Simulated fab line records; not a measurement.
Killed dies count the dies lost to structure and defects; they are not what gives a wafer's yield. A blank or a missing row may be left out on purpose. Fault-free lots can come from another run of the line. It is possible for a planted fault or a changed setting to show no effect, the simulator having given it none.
Chamber matching / flow n5Finfet / rieDiel-02 running N5_DUMMY_GATE_ETCH_29: 4 sister chambers
The step etches underlayer in N2/H2, target depth 13 nm. 4 wafers are shown with their chamber, then 8 later ones without.

## WAFERS WITH THEIR CHAMBER
wafer=L084.3; chamber=2; showerheadPlenumPTorr (Torr)=2.37
wafer=L086.1; chamber=1; showerheadPlenumPTorr (Torr)=2.65
wafer=L086.2; chamber=0; showerheadPlenumPTorr (Torr)=2.38
wafer=L086.3; chamber=3; showerheadPlenumPTorr (Torr)=2.44

## WAFERS WITHOUT THEIR CHAMBER
wafer=L089.1; showerheadPlenumPTorr (Torr)=2.65
wafer=L089.3; showerheadPlenumPTorr (Torr)=2.44
wafer=L089.6; showerheadPlenumPTorr (Torr)=2.65
wafer=L090.1; showerheadPlenumPTorr (Torr)=2.65
wafer=L090.2; showerheadPlenumPTorr (Torr)=2.36
wafer=L090.4; showerheadPlenumPTorr (Torr)=2.64
wafer=L095.1; showerheadPlenumPTorr (Torr)=2.36
wafer=L095.3; showerheadPlenumPTorr (Torr)=2.64

## WHICH CHAMBER EACH WENT THROUGH
wafer=L089.1; from the rows above=1; in truth=1
wafer=L089.3; from the rows above=3; in truth=3
wafer=L089.6; from the rows above=1; in truth=1
wafer=L090.1; from the rows above=1; in truth=1
wafer=L090.2; from the rows above=can't be placed: 2 or 0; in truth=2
wafer=L090.4; from the rows above=1; in truth=1
wafer=L095.1; from the rows above=can't be placed: 2 or 0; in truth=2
wafer=L095.3; from the rows above=1; in truth=1
Correctly placed: 6 of 8. Can't be placed from these rows: 2 (the true chamber is among the candidates in 2). Wrongly placed: 0.
How it was worked out, from the rows above alone: a wafer's distance from a chamber is the root of the sum, over the readings, of the square of ((its reading less the chamber's mean) divided by the reading's scatter). If the next closest chamber is less than 2 further off than the closest, the wafer can't be placed; otherwise it belongs to the closest. For every chamber, the mean is computed from those of its wafers that are shown. The scatter: with one shown wafer a chamber, the root of the mean of the squares of how far each hidden wafer lies from its nearest shown one.
